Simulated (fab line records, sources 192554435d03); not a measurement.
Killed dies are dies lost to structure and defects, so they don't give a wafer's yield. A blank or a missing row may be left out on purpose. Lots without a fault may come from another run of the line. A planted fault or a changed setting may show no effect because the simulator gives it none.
A struck lot beside a sound one | flow n5_finfet | 15 steps out of a route of 1938
Sound: wafers L433.2, L433.4, L433.5. Struck: wafer L442.5. (L442.3, L442.6 of the same lot were not struck and are left out.) The cause comes at the end.
At each step with rows: each side's tool, then ch and its chambers, then its first start. Under that, the readings that differ: sound wafers | struck wafers | difference of the means | sigmas: that difference in standard deviations of wafers without a fault.
alike: readings whose means differ by less than 2 such deviations, and words and numbers that are the same on both sides. not compared: withheld readings, readings that some wafer has no value for, bounds like >300 that may hide the same value, and numbers for which the record gives no deviation and whose values overlap.
The two part at a step that has a row with sigmas, a row that says differs or no value, or rows on one side only. Numbers that don't overlap but have no deviation are shown without sigmas and don't part them. A reading that every wafer of one side lacks parts them only if that side has two wafers or more.

first, 7 steps without rows for these wafers: N5_PASSIVATION_COAT_04; N5_PASSIVATION_EBR_06; N5_PASSIVATION_SOFTBAKE_05 (time 90 s); N5_PASSIVATION_EXPOSE_07 (exposes mask TV, defocus 0 nm, target cd 3000 nm); N5_PASSIVATION_PEB_08; N5_PASSIVATION_DEVELOP_09 (develop time 60 s); N5_PASSIVATION_HARDBAKE_11 (time 120 s).
N5_PASSIVATION_CD_MEAS_10: target cd 3000 nm.
  sound on cd_sem-01 ch 0, day 12 16:25; struck on cd_sem-03 ch 0, day 15 03:30
  alike: cd_nm
N5_PASSIVATION_OVL_MEAS_60:
  sound on overlay-02 ch 0, day 12 16:27; struck on overlay-02 ch 0, day 15 03:32
  alike: TV_OVL
N5_PASSIVATION_INSPECT_61: inspects for defects (macro).
  sound on defect_inspect-02, day 12 16:46; struck on defect_inspect-01, day 15 03:33
  alike: raw_defect_count
N5_PASSIVATION_DESCUM_12: chemistry O2, time 7.9 s.
  sound on rie_diel-06 ch 0,1,2, day 12 16:49; struck on rie_diel-02 ch 2, day 15 03:35
  reading      | sound             | struck | difference | sigmas
  rf_vpp_V (V) | 243.0 243.7 240.6 | 245.1  | +2.7       | +2
  alike: bias_power_w, drypump_motor_current_A, oes_product_au, showerhead_plenum_p_Torr, throttle_valve_pct
  not compared: rf_hours_counter_h
N5_PASSIVATION_PASS_ETCH_74: etches SiNx in CF4/O2, target depth 220 nm, time 110 s.
  sound on rie_diel-06 ch 0,1,2, day 12 16:53; struck on rie_diel-02 ch 2, day 15 03:40
  alike: bias_w, drypump_motor_current_A, oes_f_703_au, oes_product_au, rf_vpp_V, showerhead_plenum_p_Torr, throttle_valve_pct
  not compared: rf_hours_counter_h
N5_PASSIVATION_VIA_ETCH_13: etches SiO2 in CHF3/O2, target depth 660 nm, time 330 s.
  sound on rie_diel-06 ch 0,1,2, day 12 16:58; struck on rie_diel-02 ch 2, day 15 03:45
  reading               | sound             | struck | difference | sigmas
  bias_w (W)            | 170.6 169.1 169.8 | 162.1  | -7.7       | -15
  etch_rf_on_time_s (s) | 228 241 239       | 252    | +16        | +3
  rf_vpp_V (V)          | 520 534 524       | 506    | -20        | -2
  alike: drypump_motor_current_A, oes_f_703_au, oes_product_au, showerhead_plenum_p_Torr, throttle_valve_pct
  not compared: rf_hours_counter_h
N5_PASSIVATION_STRIP_14: strips in O2.
  sound on rie_diel-06 ch 0,1,2, day 12 17:10; struck on rie_diel-02 ch 2, day 15 03:57
  alike: drypump_motor_current_A, oes_product_au, rf_vpp_V, showerhead_plenum_p_Torr, throttle_valve_pct
  not compared: rf_hours_counter_h
N5_PASSIVATION_PROBE_49:
  sound on prober-02, day 13 02:23; struck on prober-01, day 15 11:16
  alike: defect_limited_yield, killed_at_M0_to_M3, killed_at_M4_up, killed_at_contacts, killed_at_front_end, killed_at_other, killed_dies, killed_open, killed_short, sort_bin_5_function, sort_bin_6_memory, sort_n_pass, sort_yield_pct

WHERE THEY PART
First at N5_PASSIVATION_DESCUM_12; last, within this record, at N5_PASSIVATION_VIA_ETCH_13. Later steps at which nothing parts them and some readings are alike: N5_PASSIVATION_STRIP_14, N5_PASSIVATION_PROBE_49.

WHY: what the simulator had put in
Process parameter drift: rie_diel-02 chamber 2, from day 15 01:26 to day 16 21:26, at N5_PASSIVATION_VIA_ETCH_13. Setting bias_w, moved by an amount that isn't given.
